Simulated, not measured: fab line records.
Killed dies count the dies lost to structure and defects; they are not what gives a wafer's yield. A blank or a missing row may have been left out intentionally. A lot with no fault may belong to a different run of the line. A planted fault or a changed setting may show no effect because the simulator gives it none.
Matching of chambers / flow nandHarc / NHARC_P_BONDPAD_ACTIVATE_29 on rieDiel-02: 4 sister chambers
The step chemistry N2, time 60 s. 8 wafers are shown with their chamber, then 10 later ones without.

WAFERS WITH THEIR CHAMBER
wafer=L078.5; chamber=0; drypumpMotorCurrentA (A)=6.5; oesProductAu (a.u.)=1.002
wafer=L079.6; chamber=0; drypumpMotorCurrentA (A)=6.4; oesProductAu (a.u.)=1.001
wafer=L086.6; chamber=3; drypumpMotorCurrentA (A)=5.9; oesProductAu (a.u.)=0.996
wafer=L087.2; chamber=1; drypumpMotorCurrentA (A)=6.0; oesProductAu (a.u.)=1.006
wafer=L087.5; chamber=2; drypumpMotorCurrentA (A)=5.5; oesProductAu (a.u.)=0.997
wafer=L087.6; chamber=3; drypumpMotorCurrentA (A)=6.0; oesProductAu (a.u.)=0.991
wafer=L089.1; chamber=2; drypumpMotorCurrentA (A)=5.5; oesProductAu (a.u.)=0.981
wafer=L089.2; chamber=1; drypumpMotorCurrentA (A)=6.0; oesProductAu (a.u.)=0.992

WAFERS WHOSE CHAMBER IS MISSING
wafer=L089.5; drypumpMotorCurrentA (A)=6.0; oesProductAu (a.u.)=0.994
wafer=L090.3; drypumpMotorCurrentA (A)=6.0; oesProductAu (a.u.)=1.008
wafer=L090.4; drypumpMotorCurrentA (A)=5.5; oesProductAu (a.u.)=0.999
wafer=L090.6; drypumpMotorCurrentA (A)=6.0; oesProductAu (a.u.)=1.004
wafer=L094.1; drypumpMotorCurrentA (A)=6.5; oesProductAu (a.u.)=1.004
wafer=L094.2; drypumpMotorCurrentA (A)=6.1; oesProductAu (a.u.)=1.004
wafer=L094.6; drypumpMotorCurrentA (A)=6.5; oesProductAu (a.u.)=1.011
wafer=L097.1; drypumpMotorCurrentA (A)=6.0; oesProductAu (a.u.)=0.989
wafer=L097.3; drypumpMotorCurrentA (A)=6.5; oesProductAu (a.u.)=0.997
wafer=L097.6; drypumpMotorCurrentA (A)=6.0; oesProductAu (a.u.)=0.994

CHAMBER TAKEN BY EACH
wafer=L089.5; from the rows above=can't be placed: 1 or 3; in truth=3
wafer=L090.3; from the rows above=can't be placed: 1 or 3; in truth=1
wafer=L090.4; from the rows above=2; in truth=2
wafer=L090.6; from the rows above=can't be placed: 1 or 3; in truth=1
wafer=L094.1; from the rows above=0; in truth=0
wafer=L094.2; from the rows above=can't be placed: 1 or 3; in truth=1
wafer=L094.6; from the rows above=0; in truth=0
wafer=L097.1; from the rows above=can't be placed: 3 or 1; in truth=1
wafer=L097.3; from the rows above=0; in truth=0
wafer=L097.6; from the rows above=can't be placed: 1 or 3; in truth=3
Correctly placed: 4 of 10. From these rows, 6 cannot be placed; in 6 the true chamber is one of the candidates. Wrongly placed: 0.
How it was worked out, from the rows above alone: a wafer's distance from a chamber is the root of the sum, over the readings, of the square of ((its reading less the chamber's mean) divided by the reading's scatter). The wafer belongs to the nearest chamber; if the next one is less than 2 further off, it can't be placed. The mean given for a chamber averages the wafers shown for that chamber. The scatter is the square root of a quotient: the sum, over the shown wafers, of each reading's squared deviation from its chamber's mean, divided by wafers minus chambers.
